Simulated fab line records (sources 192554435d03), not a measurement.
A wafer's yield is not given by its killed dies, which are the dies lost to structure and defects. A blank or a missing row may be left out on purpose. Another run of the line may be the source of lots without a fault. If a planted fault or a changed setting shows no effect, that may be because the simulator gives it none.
fab line records | flow n5Finfet
record lots=6 | wafers=18 | lastDay=17
route steps=1938 shown BEOL_M15@1807 PASSIVATION@1936
lots that met no fault: from a run of the same line without faults
startH: the number of hours between the record's first day and the start of the first shown wafer of the lot | waitH: how many hours have passed since the lot's step before this one | " identical to the entry in the row above | L1.1+2: a row that stands for several wafers | - no value present, or no start provided | * or withheld: withheld | < > ~ a bound
route shown NAME@n: names a module that has steps shown in the file, with the first one's number in the route | usual: mean/standard deviation taken from wafers without a fault | same: alike in all rows | chamber/n: place in a boat | sites: per-site readings | _std_site: standard deviation across them | _edge_site: outer sites' mean less inner sites' | radiusMm: for every site, how far away it sits from the centre of the wafer | mask NAME#n: copy n | behind: tool/chamber where the wafer was last shaped | hold: reason for holding the lot/hours on hold/outcome of the hold | device: which transistor (n, p or np) failed to switch | end of line: the same wafers' tests at the end of the route | a step without rows: its recipe alone | killed: the dies lost at the first sort to structure and to defects; this is not the yield of the wafer | map: a wafer's dies, x killed, . not, _ none there
set.NAME: setting as actually run; set.NAME@STEP: the setting as run at that earlier step | model.NAME: the simulator's own value behind a step, which no gauge read
lots at selected steps of the route; one table per step, one row per wafer
services: a tool's chamber out of use, with start hour (startH, from the record's first day; less than 0 if before it), hours out, and reason
## steps
# step N5_BEOL_M15_DESCUM_33
# recipe chemistry=O2 | timeS=7.9 | sourcePowerW=50 | biasPowerW=20 | pressureMtorr=20 | rfFrequencyHz=2.712e+07 | tempC=40 | o2FlowSccm=225
# usual drypumpMotorCurrentA=5.6/0.44 | oesProductAu=0.82/0.086 | rfVppV=242.7/1.4 | showerheadPlenumPTorr=2.06/0.076 | throttleValvePct=20.19/0.21
lot.wafer | tool       | chamber | startH | waitH | drypumpMotorCurrentA | oesProductAu | rfHoursCounterH | rfVppV | showerheadPlenumPTorr | throttleValvePct
L824.1    | rieDiel-01 | 3       | 239.27 | 0.0   | 5.6                  | 0.74         | 171             | 244.2  | 2.17                  | 20.20
L824.2    | "          | 2       | "      | "     | 5.2                  | 0.76         | 151             | 241.6  | 2.02                  | 20.37
L824.5    | "          | 1       | "      | "     | 5.8                  | 0.83         | -               | 242.3  | 2.02                  | 20.12
L828.1    | rieDiel-03 | 0       | 268.46 | 0.1   | 6.0                  | 0.98         | 2               | 242.2  | 2.03                  | 19.79
L828.2    | "          | 2       | "      | "     | 5.0                  | 0.87         | 38              | 244.4  | 2.11                  | 19.99
L828.4    | "          | 0       | "      | "     | 6.0                  | 1.00         | -               | 243.9  | 2.03                  | 19.77
L836.2    | rieDiel-03 | 3       | 343.04 | 0.0   | 5.7                  | 0.92         | 17              | 243.0  | 2.05                  | 20.31
L836.3    | "          | 1       | "      | "     | 6.3                  | 0.86         | 36              | 244.5  | 2.13                  | 20.58
L836.6    | "          | 0       | "      | "     | 6.0                  | 0.93         | -               | 243.3  | 2.03                  | 19.83
L837.1    | rieDiel-01 | 0       | 347.00 | 0.1   | 5.0                  | 0.85         | 53              | 242.0  | 2.05                  | 20.11
L837.3    | "          | 3       | "      | "     | 5.6                  | 0.72         | 205             | 243.0  | 2.15                  | 20.25
L837.4    | "          | 2       | "      | "     | 5.2                  | 0.73         | 188             | 241.2  | 2.00                  | 20.41
L841.1    | rieDiel-01 | 1       | 373.99 | 1.0   | 5.8                  | 0.78         | 133             | 243.0  | 2.01                  | 20.17
L841.2    | "          | 0       | "      | "     | 5.0                  | 0.84         | 61              | 242.7  | 2.04                  | 20.13
L841.3    | "          | 2       | "      | "     | 5.2                  | 0.72         | 195             | 241.5  | 2.00                  | 20.44
L844.2    | rieDiel-01 | 1       | 377.20 | 0.0   | 5.8                  | 0.77         | 134             | 241.7  | 2.01                  | 20.18
L844.5    | "          | 2       | "      | "     | 5.2                  | 0.73         | -               | 239.8  | 2.00                  | 20.42
L844.6    | "          | 3       | "      | "     | 5.6                  | 0.71         | -               | 244.6  | 2.15                  | 20.26
# step N5_BEOL_M15_ETCH_61
# recipe chemistry=N2/H2 | target=BARC | targetDepthA=890 | overetchA=267 | timeS=67.9 | ionEnergyEv=200 | pressureMtorr=30 | sourceW=840 | biasW=150 | n2FlowSccm=200 | h2FlowSccm=200
# step N5_BEOL_M15_TRENCH_ETCH_34
# recipe chemistry=C4F8/O2/Ar | target=SiO2 | targetDepthA=8729.3 | heInnerTorr=15 | heOuterTorr=30 | timeS=199 | ionEnergyEv=800 | pressureMtorr=20 | sourceW=1905 | biasW=2040 | Ar_flow_sccm=400 | C4F8_flow_sccm=16 | O2_flow_sccm=12
# step N5_BEOL_M15_STRIP_36
# recipe chemistry=O2 | powerW=600 | tempC=60 | pressureMtorr=30 | rfFrequencyHz=6e+07 | biasPowerW=0 | overashFraction=0.3 | o2FlowSccm=225
# step N5_BEOL_M15_STRIP_62
# recipe chemistry=O2 | powerW=600 | tempC=60 | pressureMtorr=30 | rfFrequencyHz=6e+07 | biasPowerW=0 | overashFraction=0.3 | o2FlowSccm=225
# usual drypumpMotorCurrentA=5.6/0.42 | oesProductAu=0.82/0.084 | rfVppV=3.7/0.5 | showerheadPlenumPTorr=2.06/0.076 | throttleValvePct=16.47/0.18
lot.wafer | tool       | chamber | startH | waitH | drypumpMotorCurrentA | oesProductAu | rfHoursCounterH | rfVppV | showerheadPlenumPTorr | throttleValvePct
L824.1    | rieDiel-01 | 2       | -      | -     | 5.2                  | 0.76         | 153             | 4.0    | 2.02                  | 16.64
L824.2    | "          | 3       | "      | "     | 5.6                  | 0.74         | 172             | 2.9    | 2.17                  | 16.49
L824.5    | "          | 1       | "      | "     | 5.8                  | 0.83         | -               | 3.9    | 2.03                  | 16.39
L828.1    | rieDiel-01 | 3       | -      | -     | 5.6                  | 0.74         | 182             | 3.5    | 2.17                  | 16.50
L828.2    | "          | 1       | "      | "     | 5.7                  | 0.82         | 104             | 5.1    | 2.02                  | 16.40
L828.4    | "          | 1       | "      | "     | 5.8                  | 0.81         | -               | 3.5    | 2.02                  | 16.41
L836.2    | rieDiel-04 | 1       | -      | -     | 5.7                  | 0.71         | 191             | 3.9    | 1.92                  | 16.58
L836.3    | "          | 2       | "      | "     | 6.2                  | 0.81         | 99              | 3.8    | 2.11                  | 16.27
L836.6    | "          | 2       | "      | "     | 6.2                  | 0.81         | -               | 3.8    | 2.11                  | 16.26
L837.1    | rieDiel-01 | 3       | -      | -     | 5.6                  | 0.71         | 206             | 2.9    | 2.16                  | 16.55
L837.3    | "          | 0       | "      | "     | 4.9                  | 0.85         | 54              | 4.8    | 2.05                  | 16.37
L837.4    | "          | 1       | "      | "     | 5.8                  | 0.79         | 125             | 3.7    | 2.02                  | 16.46
L841.1    | rieDiel-01 | 3       | -      | -     | 5.6                  | 0.71         | 213             | 3.9    | 2.15                  | 16.58
L841.2    | "          | 1       | "      | "     | 5.8                  | 0.78         | 133             | 3.5    | 2.01                  | 16.45
L841.3    | "          | 0       | "      | "     | 5.0                  | 0.84         | 61              | 3.7    | 2.05                  | 16.39
L844.2    | rieDiel-04 | 2       | -      | -     | 6.2                  | 0.80         | 111             | 2.8    | 2.11                  | 16.30
L844.5    | "          | 1       | "      | "     | 5.7                  | 0.71         | -               | 3.0    | 1.91                  | 16.60
L844.6    | "          | 2       | "      | "     | 6.2                  | 0.80         | -               | 2.9    | 2.11                  | 16.29
# step N5_BEOL_M15_STRIP_37
# recipe chemistry=O2 | powerW=600 | tempC=60 | pressureMtorr=30 | rfFrequencyHz=6e+07 | biasPowerW=0 | overashFraction=0.3 | o2FlowSccm=225
# usual drypumpMotorCurrentA=5.6/0.42 | oesProductAu=0.82/0.084 | rfVppV=3.7/0.63 | showerheadPlenumPTorr=2.06/0.076 | throttleValvePct=16.47/0.18
lot.wafer | tool       | chamber | startH | waitH | drypumpMotorCurrentA | oesProductAu | rfHoursCounterH | rfVppV | showerheadPlenumPTorr | throttleValvePct
L824.1    | rieDiel-01 | 2       | -      | -     | 5.2                  | 0.75         | 153             | 3.5    | 2.02                  | 16.66
L824.2    | "          | 3       | "      | "     | 5.6                  | 0.75         | 172             | 3.1    | 2.17                  | 16.51
L824.5    | "          | 1       | "      | "     | 5.8                  | 0.83         | -               | 3.9    | 2.03                  | 16.39
L828.1    | rieDiel-01 | 3       | -      | -     | 5.6                  | 0.73         | 182             | 2.9    | 2.17                  | 16.50
L828.2    | "          | 1       | "      | "     | 5.8                  | 0.80         | 104             | 3.9    | 2.02                  | 16.41
L828.4    | "          | 1       | "      | "     | 5.8                  | 0.80         | -               | 4.2    | 2.02                  | 16.40
L836.2    | rieDiel-04 | 1       | -      | -     | 5.7                  | 0.71         | 191             | 3.2    | 1.92                  | 16.58
L836.3    | "          | 2       | "      | "     | 6.2                  | 0.82         | 99              | 4.1    | 2.11                  | 16.26
L836.6    | "          | 2       | "      | "     | 6.2                  | 0.81         | -               | 2.9    | 2.11                  | 16.27
L837.1    | rieDiel-01 | 3       | -      | -     | 5.6                  | 0.72         | 206             | 3.0    | 2.16                  | 16.56
L837.3    | "          | 0       | "      | "     | 4.9                  | 0.85         | 54              | 3.0    | 2.05                  | 16.37
L837.4    | "          | 1       | "      | "     | 5.8                  | 0.80         | 125             | 4.8    | 2.02                  | 16.45
L841.1    | rieDiel-01 | 3       | -      | -     | 5.6                  | 0.70         | 213             | 3.6    | 2.16                  | 16.57
L841.2    | "          | 1       | "      | "     | 5.8                  | 0.78         | 133             | 4.5    | 2.01                  | 16.44
L841.3    | "          | 0       | "      | "     | 5.0                  | 0.85         | 61              | 3.3    | 2.05                  | 16.38
L844.2    | rieDiel-04 | 2       | -      | -     | 6.2                  | 0.80         | 111             | 3.2    | 2.11                  | 16.29
L844.5    | "          | 1       | "      | "     | 5.7                  | 0.71         | -               | 4.1    | 1.91                  | 16.60
L844.6    | "          | 2       | "      | "     | 6.2                  | 0.80         | -               | 3.6    | 2.11                  | 16.29
# step N5_BEOL_M15_ETCH_38
# recipe chemistry=CF4/N2 | target=SiCN | targetDepthA=1064 | taperDeg=2 | timeS=120.5 | ionEnergyEv=150 | maskMaterial=SiO2 | pressureMtorr=40 | sourceW=430 | biasW=70 | Ar_flow_sccm=100 | cf4FlowSccm=60 | n2FlowSccm=60
# step N5_BEOL_M15_PRECLEAN_39
# recipe chemistry=residueRemover | timeS=60 | tempC=40
# step N5_BEOL_M15_SRD_40
# recipe timeS=30 | tempC=23 | rinseLiquid=diw | dry=n2Spin | spinRpm=1500 | dryTimeS=30
# step N5_BEOL_M15_DEGAS_41
# recipe ambient=vacuum | tempC=300 | timeS=60
# step N5_BEOL_M15_PRE_CLEAN_42
# recipe gas=H2/He | timeS=30 | tempC=300
# usual heaterPowerW=485/23
lot.wafer | tool          | chamber | startH | waitH | heaterPowerW
L824.1    | pvdSputter-01 | -       | 241.71 | 0.0   | 483
L824.2    | "             | -       | "      | "     | 471
L824.5    | "             | -       | "      | "     | 530
L828.1    | pvdSputter-02 | -       | 270.40 | 0.0   | 499
L828.2    | "             | -       | "      | "     | 467
L828.4    | "             | -       | "      | "     | 486
L836.2    | pvdSputter-02 | -       | 345.68 | 0.0   | 490
L836.3    | "             | -       | "      | "     | 490
L836.6    | "             | -       | "      | "     | 502
L837.1    | pvdSputter-02 | -       | 348.78 | 0.0   | 484
L837.3    | "             | -       | "      | "     | 476
L837.4    | "             | -       | "      | "     | 502
L841.1    | pvdSputter-01 | -       | 376.35 | 0.0   | 470
L841.2    | "             | -       | "      | "     | 459
L841.3    | "             | -       | "      | "     | 465
L844.2    | pvdSputter-03 | -       | 380.97 | 0.0   | 516
L844.5    | "             | -       | "      | "     | 529
L844.6    | "             | -       | "      | "     | 460
# step N5_BEOL_M15_SPUTTER_43
# recipe material=TaN | targetThkA=150 | tempC=50 | biasV=168.6 | powerW=15000 | chamberPressurePa=0.12 | timeS=24.19
# usual cathodeDcPowerW=15000/2.8 | chamberPressurePa=0.12002/0.00025 | throttleValvePct=30.1/1.2
lot.wafer | tool          | chamber | startH | waitH | cathodeDcPowerW | chamberPressurePa | throttleValvePct | model.TaN_of_BEOL_M15_SPUTTER_43.thkNm
L824.1    | pvdSputter-01 | -       | 241.75 | 0.0   | 15002           | 0.12019           | 32.8             | 15
L824.2    | "             | -       | "      | "     | 15005           | 0.11954           | 29.9             | 15
L824.5    | "             | -       | "      | "     | 15000           | 0.12012           | 29.0             | 15
L828.1    | pvdSputter-02 | -       | 270.44 | 0.0   | 14997           | 0.12034           | 28.1             | 15.6
L828.2    | "             | -       | "      | "     | 14998           | 0.1201            | 29.4             | 15.4
L828.4    | "             | -       | "      | "     | 15004           | 0.12023           | 30.3             | 15.4
L836.2    | pvdSputter-02 | -       | 345.72 | 0.0   | 15001           | 0.12041           | 30.5             | 10.8
L836.3    | "             | -       | "      | "     | 15002           | 0.12023           | 28.1             | 15
L836.6    | "             | -       | "      | "     | 15005           | 0.12014           | 28.1             | 15.2
L837.1    | pvdSputter-02 | -       | 348.82 | 0.0   | 15004           | 0.11991           | 30.6             | 11
L837.3    | "             | -       | "      | "     | 14999           | 0.12027           | 29.5             | 15.2
L837.4    | "             | -       | "      | "     | 15000           | 0.12022           | 28.1             | 10.8
L841.1    | pvdSputter-01 | -       | 376.39 | 0.0   | 15001           | 0.12012           | 30.9             | 14.8
L841.2    | "             | -       | "      | "     | 15002           | 0.11977           | 29.4             | 14.6
L841.3    | "             | -       | "      | "     | 15001           | 0.12015           | 32.9             | 14.8
L844.2    | pvdSputter-03 | -       | 381.01 | 0.0   | 15001           | 0.12018           | 31.1             | 15
L844.5    | "             | -       | "      | "     | 14999           | 0.12013           | 31.4             | 14.8
L844.6    | "             | -       | "      | "     | 14997           | 0.11987           | 30.9             | 14.6
# step N5_BEOL_M15_SPUTTER_44
# recipe material=Ta | targetThkA=150 | tempC=50 | biasV=80 | powerW=15000 | chamberPressurePa=0.07 | timeS=24.19
# usual cathodeDcPowerW=15000/2.8 | chamberPressurePa=0.07/0.00015 | throttleValvePct=30.1/1.2
lot.wafer | tool          | chamber | startH | waitH | cathodeDcPowerW | chamberPressurePa | throttleValvePct
L824.1    | pvdSputter-01 | -       | 241.83 | 0.0   | 15006           | 0.07029           | 32.7
L824.2    | "             | -       | "      | "     | 15000           | 0.07038           | 29.9
L824.5    | "             | -       | "      | "     | 15001           | 0.06987           | 29.3
L828.1    | pvdSputter-02 | -       | 270.52 | 0.0   | 15001           | 0.07019           | 28.4
L828.2    | "             | -       | "      | "     | 14997           | 0.06983           | 29.4
L828.4    | "             | -       | "      | "     | 14996           | 0.07007           | 30.4
L836.2    | pvdSputter-02 | -       | 345.80 | 0.0   | 15004           | 0.06994           | 30.8
L836.3    | "             | -       | "      | "     | 14999           | 0.06991           | 28.1
L836.6    | "             | -       | "      | "     | 15000           | 0.06999           | 28.1
L837.1    | pvdSputter-02 | -       | 348.90 | 0.0   | 14998           | 0.06993           | 30.6
L837.3    | "             | -       | "      | "     | 15003           | 0.06966           | 29.5
L837.4    | "             | -       | "      | "     | 14996           | 0.07006           | 27.9
L841.1    | pvdSputter-01 | -       | 376.47 | 0.0   | 15002           | 0.07001           | 30.6
L841.2    | "             | -       | "      | "     | 15000           | 0.07005           | 29.4
L841.3    | "             | -       | "      | "     | 14997           | 0.07016           | 32.7
L844.2    | pvdSputter-03 | -       | 381.09 | 0.0   | 15003           | 0.06972           | 30.7
L844.5    | "             | -       | "      | "     | 14997           | 0.07011           | 31.3
L844.6    | "             | -       | "      | "     | 15000           | 0.07021           | 30.7
# step N5_BEOL_M15_SPUTTER_45
# recipe material=Cu | targetThkA=1000 | tempC=-20 | biasV=60 | powerW=26000 | chamberPressurePa=0.13 | timeS=16.67
# step N5_BEOL_M15_ECD_47
# recipe material=Cu | targetThkA=18600
# step N5_BEOL_M15_ANNEAL_48
# recipe tempC=225 | timeS=90 | ambient=N2
# step N5_BEOL_M15_CMP_49
# recipe stopOn=SiO2 | tOverpolishS=4.9 | downForcePsi=2 | platenRpm=80 | clearingPlatenDownForcePsi=2 | clearingPlatenRpm=80 | postCmpClean=cuAlkaline | targetThkNm=850 | clearingPlatenPadVelocityMS=1.5917 | padVelocityMS=1.5917
# usual barrierFieldEndpointS=11.36/0.27 | motorCurrentA=8.0/0.7 | slurryFlowMlMin=150.0/0.46
lot.wafer | tool   | chamber | startH | waitH | barrierFieldEndpointS | motorCurrentA | slurryFlowMlMin
L824.2    | cmp-03 | 0       | 242.56 | 0.2   | 11.12                 | 8.8           | 150.4
L824.1    | "      | 3       | "      | "     | 11.63                 | 8.5           | 150.1
L824.5    | "      | 1       | "      | "     | 11.01                 | 8.5           | 150.4
L828.2    | cmp-03 | 2       | 271.31 | 0.3   | 10.75                 | 7.4           | 150.5
L828.1    | "      | 3       | "      | "     | 11.57                 | 8.7           | 150.2
L828.4    | "      | 0       | "      | "     | 11.39                 | 8.3           | 150.0
L836.3    | cmp-04 | 0       | 346.72 | 0.2   | 11.05                 | 8.3           | 150.2
L836.2    | "      | 1       | "      | "     | 9.35                  | 8.0           | 150.2
L836.6    | "      | 2       | "      | "     | 11.18                 | 7.1           | 150.3
L837.1    | cmp-01 | 1       | 349.69 | 0.3   | 9.76                  | 6.9           | 150.6
L837.3    | "      | 2       | "      | "     | 11.22                 | 7.5           | 150.0
L837.4    | "      | 3       | "      | "     | 9.61                  | 9.5           | 150.2
L841.2    | cmp-01 | 0       | 377.59 | 0.2   | 11.15                 | 7.3           | 150.0
L841.1    | "      | 1       | "      | "     | 11.27                 | 7.1           | 149.0
L841.3    | "      | 3       | "      | "     | 11.66                 | 9.4           | 149.9
L844.2    | cmp-04 | 1       | 381.87 | 0.2   | 11.35                 | 7.7           | 150.2
L844.5    | "      | 0       | "      | "     | 11.34                 | 8.3           | 150.5
L844.6    | "      | 1       | "      | "     | 11.22                 | 8.0           | 149.3
# step N5_BEOL_M15_THK_MEAS_50
# recipe thkMeasGauge=xrf | reads=Cu_of_BEOL_M15_ECD_47
# usual M15_THK=826/18
lot.wafer | tool         | chamber | startH | waitH | M15_THK[nm]
L824.1    | filmMetro-01 | -       | 242.86 | -     | 824
L824.2    | "            | -       | "      | "     | 822
L824.5    | "            | -       | "      | "     | 834
L828.1    | filmMetro-01 | -       | 271.57 | -     | 857
L828.2    | "            | -       | "      | "     | 831
L828.4    | "            | -       | "      | "     | 856
L836.2    | filmMetro-02 | -       | 346.95 | -     | 845
L836.3    | "            | -       | "      | "     | 831
L836.6    | "            | -       | "      | "     | 844
L837.1    | filmMetro-02 | -       | 349.95 | -     | 793
L837.3    | "            | -       | "      | "     | 792
L837.4    | "            | -       | "      | "     | 793
L841.1    | filmMetro-01 | -       | 377.89 | -     | 832
L841.2    | "            | -       | "      | "     | 824
L841.3    | "            | -       | "      | "     | 821
L844.2    | filmMetro-01 | -       | 382.12 | -     | 820
L844.5    | "            | -       | "      | "     | 814
L844.6    | "            | -       | "      | "     | 814
# step N5_PASSIVATION_PROBE_49
# usual defectLimitedYield=91.2/1.6 | killed_at_M0_to_M3=34/11 | killed_at_M4_up=14/5.7 | killedAtContacts=14/6.6 | killedAtFrontEnd=37/10 | killedAtOther=4/3.2 | killedDies=104/19 | killedOpen=69/13 | killedShort=33/8.7 | sort_bin_5_function=5.1/1 | sort_bin_6_memory=3.3/0.76 | sort_bin_8_speed=0.00/0.016 | sortNPass=1076/19 | sortYieldPct=91.2/1.6
# same grossDies=1180 | killedAtBackSide=0 | sort_bin_4_leakage[%]=0
lot.wafer | tool      | chamber | startH | waitH | defectLimitedYield[%] | killed_at_M0_to_M3 | killed_at_M4_up | killedAtContacts | killedAtFrontEnd | killedAtOther | killedDies | killedOpen | killedShort | sort_bin_5_function[%] | sort_bin_6_memory[%] | sort_bin_8_speed[%] | sortNPass | sortYieldPct[%]
L828.1    | prober-01 | -       | 284.58 | 0.0   | 88.2                  | 52                 | 32              | 13               | 36               | 6             | 139        | 95         | 43          | 6.4                    | 5.3                  | 0                   | 1041      | 88.2
L828.2    | prober-01 | -       | 284.63 | 0.1   | 88.7                  | 67                 | 13              | 14               | 33               | 6             | 133        | 86         | 47          | 6.6                    | 4.2                  | 0                   | 1047      | 88.7
L828.4    | prober-01 | -       | 284.73 | 0.2   | 89.7                  | 57                 | 12              | 6                | 42               | 4             | 121        | 71         | 50          | 6.1                    | 3.9                  | 0                   | 1059      | 89.7
L841.1    | prober-01 | -       | 395.73 | 0.0   | 91.8                  | 40                 | 8               | 7                | 40               | 2             | 97         | 63         | 33          | 4.7                    | 3.2                  | 0                   | 1083      | 91.8
# killed by level:class
L828.1 BEOL_M4:geometricParticle:open=19 BEOL_M3:geometricParticle:open=13 BEOL_M0_SAQP:geometricParticle:short=10 BEOL_M0_SAQP:geometricParticle:open=9 MOL_CONTACT_COAG:geometricParticle:open=8 GATE_CUT:geometricParticle:short=7 FIN_SAQP:geometricParticle:open=5 FIN_SAQP:geometricParticle:short=5
L828.2 BEOL_M0_SAQP:geometricParticle:open=14 BEOL_M2:geometricParticle:open=14 MOL_CONTACT_COAG:geometricParticle:open=11 BEOL_M1:geometricParticle:open=11 BEOL_M0_SAQP:geometricParticle:short=10 GATE_CUT:geometricParticle:short=7 BEOL_M2:geometricParticle:short=7 FIN_SAQP:geometricParticle:short=6
L828.4 BEOL_M0_SAQP:geometricParticle:short=18 BEOL_M0_SAQP:geometricParticle:open=17 FIN_SAQP:geometricParticle:open=11 FIN_SAQP:geometricParticle:short=7 BEOL_M1:geometricParticle:open=7 MOL_CONTACT_COAG:geometricParticle:open=6 ILD0:geometricParticle:short=5 BEOL_M0:geometricParticle:open=5
L841.1 FIN_SAQP:geometricParticle:open=13 BEOL_M3:geometricParticle:open=8 FIN_SAQP:geometricParticle:short=7 BEOL_M2:geometricParticle:open=7 MOL_CONTACT_COAG:geometricParticle:open=6 BEOL_M0_SAQP:geometricParticle:open=6 BEOL_M0_SAQP:geometricParticle:short=5 GATE_CUT:geometricParticle:short=4
## services
tool          | chamber | startH | hours | kind
rieDiel-01    | 1       | 218.33 | 2.2   | repair
cmp-03        | -       | 220.94 | 0.8   | repair
cmp-03        | -       | 233.89 | 0.3   | repair
rieDiel-04    | 0       | 235.68 | -     | clean
rieDiel-04    | -       | 237.68 | 2.8   | pm
rieDiel-01    | 0       | 254.85 | 1.3   | repair
cmp-03        | -       | 259.78 | 4.0   | pm
rieDiel-01    | 0       | 269.55 | 3.6   | repair
cmp-04        | -       | 278.21 | 0.4   | repair
cmp-01        | -       | 287.77 | 0.5   | repair
cmp-01        | -       | 288.30 | 5.9   | pm
rieDiel-04    | -       | 288.48 | 2.1   | repair
cmp-01        | -       | 302.33 | 2.0   | repair
rieDiel-01    | 1       | 305.80 | 8.6   | repair
pvdSputter-03 | -       | 309.90 | 0.8   | repair
cmp-03        | -       | 311.07 | 5.7   | pm
cmp-01        | -       | 312.15 | 4.0   | pm
cmp-03        | -       | 324.47 | 1.2   | repair
pvdSputter-01 | -       | 335.20 | 1.6   | repair
rieDiel-03    | 1       | 336.61 | 1.6   | repair
cmp-04        | -       | 337.08 | 5.0   | pm
cmp-03        | -       | 338.28 | 3.1   | repair
cmp-01        | -       | 351.97 | 1.0   | repair
cmp-04        | -       | 372.13 | 4.0   | pm
## key
firstSign step=N5_BEOL_M15_CMP_49 | reading=barrierFieldEndpointS | direction=down | sigmas=6.7 | usual=11.36 | struck=9.57
effect none on later readings
modelEffect step=N5_BEOL_M15_SPUTTER_43 | value=TaN_of_BEOL_M15_SPUTTER_43.thkNm | without=15.33 | struck=10.87
metAt N5_BEOL_M15_SPUTTER_43
struckWafers L836.2,L837.1,L837.4
onsetBetween 270.44 345.72
fault kind=processParameterDrift | tool=pvdSputter-02 | chamber=- | onsetH=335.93 | steps=N5_BEOL_M15_SPUTTER_43 | channel=timeS | offset=* | shape=step | endH=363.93 | scope=struckWafersOnly | actsIn=* | stated=*
